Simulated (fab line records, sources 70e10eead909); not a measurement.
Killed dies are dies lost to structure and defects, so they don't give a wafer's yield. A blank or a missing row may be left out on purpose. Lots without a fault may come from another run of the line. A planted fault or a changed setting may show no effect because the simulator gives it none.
Chamber matching | flow nand_harc | NHARC_A_CHANNEL_FILL_D2_ALD_16 on ald_hk-04: 4 sister chambers
The step deposits SiO2, target thk 1.5 nm, pulse time 10 s, ald cycles 15. 8 wafers are shown with their chamber, then 12 later ones without.

WAFERS WITH THEIR CHAMBER
wafer  | chamber | heater_power_w (W) | precursor_pulse_height_rel
L082.3 | 0       | 470                | 1.006
L082.2 | 1       | 447                | 1.006
L089.1 | 0       | 468                | 0.974
L089.4 | 1       | 456                | 0.997
L089.6 | 2       | 462                | 0.982
L090.1 | 3       | 587                | 1.000
L090.5 | 2       | 476                | 1.018
L090.6 | 3       | 594                | 0.996

WAFERS WITHOUT THEIR CHAMBER
wafer  | heater_power_w (W) | precursor_pulse_height_rel
L093.3 | 470                | 0.992
L093.4 | 480                | 0.988
L093.6 | 586                | 1.004
L093.1 | 583                | 1.004
L093.2 | 446                | 1.005
L093.5 | 476                | 1.007
L092.4 | 469                | 0.977
L092.5 | 474                | 1.005
L092.6 | 449                | 0.978
L097.2 | 474                | 0.960
L097.4 | 470                | 0.956
L097.5 | 487                | 1.013

WHICH CHAMBER EACH WENT THROUGH
wafer  | from the rows above          | in truth
L093.3 | can't be placed: 0 or 2      | 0
L093.4 | can't be placed: 0 or 2      | 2
L093.6 | 3                            | 3
L093.1 | 3                            | 3
L093.2 | 1                            | 1
L093.5 | can't be placed: 2 or 0      | 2
L092.4 | can't be placed: 0 or 2      | 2
L092.5 | can't be placed: 2 or 0      | 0
L092.6 | can't be placed: 1 or 0 or 2 | 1
L097.2 | can't be placed: 0 or 2      | 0
L097.4 | can't be placed: 0 or 2 or 1 | 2
L097.5 | can't be placed: 2 or 0      | 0
Placed correctly: 3 of 12. Can't be placed from these rows: 9 (the true chamber is among the candidates in 9). Placed wrongly: 0.
How it was worked out, from the rows above alone: a wafer's distance from a chamber is the root of the sum, over the readings, of the square of ((its reading less the chamber's mean) divided by the reading's scatter). The wafer belongs to the nearest chamber; if the next one is less than 2 further off, it can't be placed. A chamber's mean is the mean of its shown wafers. The scatter: the root of (the sum of the squares of (reading less its chamber's mean) over the shown wafers, divided by (wafers less chambers)).
